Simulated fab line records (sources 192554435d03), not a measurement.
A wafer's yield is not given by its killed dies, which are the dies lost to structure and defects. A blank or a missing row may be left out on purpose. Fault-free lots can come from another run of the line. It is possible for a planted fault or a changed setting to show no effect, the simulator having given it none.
Split-lot trial | flow n5Finfet | 7 lots, 21 wafers read, on a route of 1938 steps

ABOUT THE SPLIT
At N5_BEOL_M4_COAT_67 (time 60 s, resist thk 60 nm), the setting spinRpm was moved away from the recipe's 1500 rpm on 7 of the 21 wafers read, by -11.0% to +9.5%. The other wafers ran this setting at the recipe's value.

FROM THE SPLIT TO THE READING: what the file shows between them, 9 steps
- N5_BEOL_M4_EXPOSE_25: exposes mask V3, defocus 5 nm (also split here: doseMj)
- N5_BEOL_M4_PEB_26: peb time 60 s
- N5_BEOL_M4_DEVELOP_27: develop time 30 s
- N5_BEOL_M4_CD_MEAS_28: target cd 26.2 nm, target cd y 24.1 nm
- N5_BEOL_M4_ALD_98: deposits SiO2, target thk 2.5 nm, pulse time 1 s, co reactant pulse time 1 s
- N5_BEOL_M4_ETCHBACK_99: etches SiO2 in CHF3, target depth 5 nm, time 10.4 s
- N5_BEOL_M4_ETCH_70: etches SOC in N2/H2, target depth 80 nm, overetch 24 nm, time 130 s
- N5_BEOL_M4_STRIP_71: strips in N2/H2
- N5_BEOL_M4_STRIP_78: strips in N2/H2

THE READING
SOC_of_BEOL_M4_COAT_67.thkNm (the simulator's own value, which no gauge read), in nm, at N5_BEOL_M4_VIA_ETCH_34 (etches the open film in C4F6/O2, target depth 69.4 nm, time 65.9 s). No usual value for it is given in the file. Average 51.9 nm, standard deviation 0.19 nm, over the 14 wafers here run with the recipe.

wafer  | tool, chamber at the split | spinRpm as run, rpm | against the recipe | SOC_of_BEOL_M4_COAT_67.thkNm, nm | against lot-mates on the recipe
L077.1 | lithoTrack-03, 0           | 1591                | +6.1%              | 50.2                             | -1.8
L077.4 | lithoTrack-03, 0           | 1591                | +6.1%              | 50.2                             | -1.8
L077.3 | lithoTrack-03, 0           | 1500                | recipe             | 52                               | -
L080.1 | lithoTrack-04, 0           | 1500                | recipe             | 51.6                             | -
L080.3 | lithoTrack-04, 0           | 1500                | recipe             | 52.2                             | -
L080.4 | lithoTrack-04, 0           | 1558                | +3.9%              | 50.6                             | -1.3
L082.1 | lithoTrack-04, 0           | 1500                | recipe             | 52                               | -
L082.4 | lithoTrack-04, 0           | 1335                | -11.0%             | 55.6                             | +3.6
L082.6 | lithoTrack-04, 0           | 1335                | -11.0%             | 55.8                             | +3.8
L086.2 | lithoTrack-02, 0           | 1643                | +9.5%              | 49.2                             | -2.7
L086.4 | lithoTrack-02, 0           | 1500                | recipe             | 52                               | -
L086.6 | lithoTrack-02, 0           | 1500                | recipe             | 51.8                             | -
L091.1 | lithoTrack-02, 0           | 1500                | recipe             | 51.8                             | -
L091.2 | lithoTrack-02, 0           | 1500                | recipe             | 51.8                             | -
L091.3 | lithoTrack-02, 0           | 1500                | recipe             | 52                               | -
L094.3 | lithoTrack-03, 0           | 1500                | recipe             | 51.8                             | -
L094.5 | lithoTrack-03, 0           | 1339                | -10.7%             | 55                               | +3.3
L094.6 | lithoTrack-03, 0           | 1500                | recipe             | 51.6                             | -
L095.2 | lithoTrack-04, 0           | 1500                | recipe             | 52.2                             | -
L095.6 | lithoTrack-04, 0           | 1500                | recipe             | 52.2                             | -
L095.3 | lithoTrack-04, 0           | 1500                | recipe             | 52                               | -

FIT RESULTS
A straight line over all 21 wafers: SOC_of_BEOL_M4_COAT_67.thkNm changes by -0.313 nm for each +1% of spinRpm; r = -0.99; the points scatter about the line by 0.22 nm.
The same after taking each lot's own level away (the mean of its wafers on the recipe; 21 wafers): -0.315 nm for each +1%; r = -1.00; scatter 0.16 nm.
Per that fit: largest spinRpm move, reading shift of 3.5 nm.
Across the lots, their own levels run from 51.70 to 52.13 nm, a range of 2.2 times the standard deviation given above.
The two slopes agree, so the slope changes little with the lot-to-lot level.
Check: with one of the wafers moved furthest among these (-11.0%) left out of the fit, the line predicts +3.47 nm for it against its lot-mates. It came out at +3.6 nm against them.

THE OTHER SPLITS THESE WAFERS WENT THROUGH
Note: prior to the reading, these wafers also went through further splits. Each is held against what the fit with the lots' levels taken away leaves over:
other split on the same wafers | wafers away from the commonest value | r with SOC_of_BEOL_M4_COAT_67.thkNm (lot level and that fit taken away)
N5_BEOL_M4_EXPOSE_25 doseMj    | 8                                    | -0.38

THE WHOLE CHAIN: every reading that the file lists as answering this split, in the file's order
step                   | what it does                                                        | reading                                                                       | change (the file's fit)               | r (the file's)
N5_BEOL_M4_COAT_67     | time 60 s, resist thk 60 nm                                         | SOC_of_BEOL_M4_COAT_67.thkNm (the simulator's own value, which no gauge read) | -0.315 nm for each +1% of the setting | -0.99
N5_BEOL_M4_ETCH_70     | etches SOC in N2/H2, target depth 80 nm, overetch 24 nm, time 130 s | etch.depthNm (the simulator's own value, which no gauge read)                 | -0.312 nm for each +1% of the setting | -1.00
N5_BEOL_M4_VIA_ETCH_34 | etches the open film in C4F6/O2, target depth 69.4 nm, time 65.9 s  | SOC_of_BEOL_M4_COAT_67.thkNm (the simulator's own value, which no gauge read) | -0.311 nm for each +1% of the setting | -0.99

THE FILE'S OWN FIT
SOC_of_BEOL_M4_COAT_67.thkNm changes by -0.311 nm for each +1% of spinRpm, r = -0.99.
